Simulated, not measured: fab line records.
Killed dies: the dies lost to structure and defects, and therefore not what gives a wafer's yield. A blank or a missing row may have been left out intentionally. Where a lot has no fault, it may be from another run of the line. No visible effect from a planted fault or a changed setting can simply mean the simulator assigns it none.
Which tool is to blame? ; flow n5-finfet ; 10 lots, 30 wafers sampled, at 4 steps of a route of 1938

## WHAT THE GAUGES SHOWED, per wafer
N5_BEOL_M8_RS_MEAS_57: measures by four-point-probe. Usual: for M8_RS the level is 0.287 ohm/sq and the standard deviation is 0.0087.
lot;measured;on;M8_RS (ohm/sq);flag
L277;day 9 03:21;film-metro-01;0.287 0.284 0.299;
L278;day 9 21:27;film-metro-01;0.284 0.287 0.283;
L282;day 10 03:57;film-metro-01;0.290 0.294 0.297;
L284;day 10 19:20;film-metro-01;0.284 0.277 0.289;
L294;day 13 15:23;film-metro-02;0.282 0.298 0.298;
L292;day 13 17:22;film-metro-02;0.282 0.298 0.287;
L297;day 14 14:01;film-metro-02;0.284 0.283 0.293;
L298;day 14 21:23;film-metro-01;0.268 0.278 0.263;
L299;day 15 01:26;film-metro-02;0.269 0.265 0.270;
L300;day 15 04:59;film-metro-01;0.268 0.291 0.283;

## WHICH TOOL RAN EACH LOT (tool, then ch and the chambers of the sampled wafers, then the start)
lot;N5_BEOL_M8_VIA_ETCH_34;N5_BEOL_M8_TRENCH_ETCH_37;N5_BEOL_M8_SPUTTER_48
L277;rie-diel-03 ch 1,3, day 8 23:32;rie-diel-03 ch 1,3, day 9 02:03 or earlier;pvd-sputter-02, day 9 02:03
L278;rie-diel-06 ch 0,1,2, day 9 18:32;rie-diel-06 ch 0,1,2, day 9 20:27 or earlier;pvd-sputter-02, day 9 20:27
L282;rie-diel-03 ch 0,2, day 10 01:12;rie-diel-03 ch 0,2, day 10 02:56 or earlier;pvd-sputter-02, day 10 02:56
L284;rie-diel-01 ch 0,1, day 10 16:07;rie-diel-01 ch 0,1, day 10 17:59 or earlier;pvd-sputter-02, day 10 17:59
L294;rie-diel-01 ch 1,2,3, day 13 12:28;rie-diel-01 ch 1,2,3, day 13 14:14 or earlier;pvd-sputter-02, day 13 14:14
L292;rie-diel-01 ch 2,3, day 13 13:13;rie-diel-01 ch 2,3, day 13 16:19 or earlier;pvd-sputter-02, day 13 16:19
L297;rie-diel-06 ch 1,2,3, day 14 09:55;rie-diel-06 ch 1,2,3, day 14 12:59 or earlier;pvd-sputter-03, day 14 12:59
L298;rie-diel-03 ch 0,2, day 14 17:52;rie-diel-03 ch 0,2, day 14 19:49 or earlier;pvd-sputter-01, day 14 19:49
L299;rie-diel-01 ch 0,1, day 14 20:53;rie-diel-01 ch 0,1, day 15 00:31 or earlier;pvd-sputter-01, day 15 00:31
L300;rie-diel-01 ch 0,1,3, day 15 01:50;rie-diel-01 ch 0,1,3, day 15 03:43 or earlier;pvd-sputter-03, day 15 03:43
- N5_BEOL_M8_VIA_ETCH_34: etches SiCOH lowk in C4F6/O2, target depth 125.5 nm, time 50.5 s.
- N5_BEOL_M8_TRENCH_ETCH_37: etches SiCOH lowk in C4F6/O2, target depth 93.478 nm, time 31.2 s.
- N5_BEOL_M8_SPUTTER_48: material Cu, target thk 10 nm, time 1.667 s.

## AS READ BY THE TOOLS THEMSELVES (means over the sampled wafers that have a number; for cases with no such wafer, the mark the record gives instead)
N5_BEOL_M8_VIA_ETCH_34. Usual: drypump-motor-current-A 5.5 A, standard deviation 0.52; oes-product-au 0.79 a.u., standard deviation 0.08; rf-vpp-V 666 V, standard deviation 9; showerhead-plenum-p-Torr 2.84 Torr, standard deviation 0.096; throttle-valve-pct 20.90 %, standard deviation 0.25.
lot;tool;drypump-motor-current-A (A);oes-product-au (a.u.);rf-vpp-V (V);showerhead-plenum-p-Torr (Torr);throttle-valve-pct (%);flag
L277;rie-diel-03;5.1;0.84;667;2.81;20.69;
L278;rie-diel-06;5.2;0.77;667;2.85;21.01;
L282;rie-diel-03;5.9;0.70;668;2.79;21.13;
L284;rie-diel-01;5.7;0.78;662;2.79;20.92;
L294;rie-diel-01;5.8;0.80;660;2.91;20.89;
L292;rie-diel-01;6.1;0.79;669;2.98;20.85;
L297;rie-diel-06;5.1;0.76;675;2.77;20.87;
L298;rie-diel-03;6.1;0.95;672;2.95;20.80;
L299;rie-diel-01;5.6;0.94;661;2.78;20.73;
L300;rie-diel-01;5.9;0.88;663;2.84;20.71;

N5_BEOL_M8_TRENCH_ETCH_37. Usual: drypump-motor-current-A 5.5 A, standard deviation 0.52; oes-product-au 0.78 a.u., standard deviation 0.08; rf-vpp-V 666 V, standard deviation 9; showerhead-plenum-p-Torr 2.84 Torr, standard deviation 0.096; throttle-valve-pct 20.93 %, standard deviation 0.25.
lot;tool;drypump-motor-current-A (A);oes-product-au (a.u.);rf-vpp-V (V);showerhead-plenum-p-Torr (Torr);throttle-valve-pct (%);flag
L277;rie-diel-03;5.1;0.83;667;2.81;20.72;
L278;rie-diel-06;5.2;0.77;667;2.85;21.05;
L282;rie-diel-03;6.0;0.69;667;2.79;21.16;
L284;rie-diel-01;5.7;0.78;662;2.79;20.96;
L294;rie-diel-01;5.8;0.81;660;2.91;20.92;
L292;rie-diel-01;6.0;0.79;670;2.98;20.88;
L297;rie-diel-06;5.2;0.76;673;2.77;20.90;
L298;rie-diel-03;6.1;0.94;672;2.95;20.83;
L299;rie-diel-01;5.7;0.94;662;2.78;20.78;
L300;rie-diel-01;5.9;0.87;664;2.84;20.74;

N5_BEOL_M8_SPUTTER_48. Usual: bias-v 59.9 V, standard deviation 0.67; cathode-dc-power-W 26000 W, standard deviation 4.2; chamber-pressure-pa 0.12999 Pa, standard deviation 0.00028; throttle-valve-pct 30.4 %, standard deviation 0.8.
lot;tool;bias-v (V);cathode-dc-power-W (W);chamber-pressure-pa (Pa);throttle-valve-pct (%);flag
L277;pvd-sputter-02;60.6;26001;0.13003;30.6;
L278;pvd-sputter-02;59.6;25998;0.12994;30.3;
L282;pvd-sputter-02;59.9;25997;0.13014;30.2;
L284;pvd-sputter-02;59.4;25999;0.12997;30.4;
L294;pvd-sputter-02;59.6;25530;0.13008;30.6;OFF
L292;pvd-sputter-02;59.9;25532;0.13016;30.3;OFF
L297;pvd-sputter-03;60.1;25998;0.13004;29.6;
L298;pvd-sputter-01;59.4;26003;0.13018;30.9;
L299;pvd-sputter-01;59.0;26003;0.13000;30.7;
L300;pvd-sputter-03;59.9;26002;0.13001;29.7;

## THE ANSWER, worked out from the rows above alone
Rule: take the mean of a lot's wafers that have a number; if it is more than 3 standard deviations from the usual mean, the lot is off. Also off: a lot with no number at a reading for which 4 or more lots have one. All remaining lots with rows at the step are treated as sound. The gauges are gone through in route order, then the tools' own readings, and for those a lot's mean is taken as printed above. The first step at which some lot is off is used, and at that step the reading that is off furthest; a lot without a number counts as furthest.
Off: L294, L292 (N5_BEOL_M8_SPUTTER_48, cathode-dc-power-W).
A tool fits if, at that step or a process step before it, it ran every lot that is off, and no sound lot after the first of them. Because N5_BEOL_M8_TRENCH_ETCH_37 lacks a start for some lots, the hours and order of its lots are taken from N5_BEOL_M8_SPUTTER_48. One fits: N5_BEOL_M8_SPUTTER_48 on pvd-sputter-02. Its last sound lot is L284 (day 10 17:59), its first lot that is off L294 (day 13 14:14): a fault that began between those two fits.
The tool's own readings at N5_BEOL_M8_SPUTTER_48 bear it out: on the lots that are off they differ by more than 5 times the standard deviation of the sound lots' means. cathode-dc-power-W reads 25531 W there against 26000 W on the sound lots.

## WHAT THE SIMULATOR PUT IN
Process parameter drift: pvd-sputter-02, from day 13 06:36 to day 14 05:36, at N5_BEOL_M8_SPUTTER_48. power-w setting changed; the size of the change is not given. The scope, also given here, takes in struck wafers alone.
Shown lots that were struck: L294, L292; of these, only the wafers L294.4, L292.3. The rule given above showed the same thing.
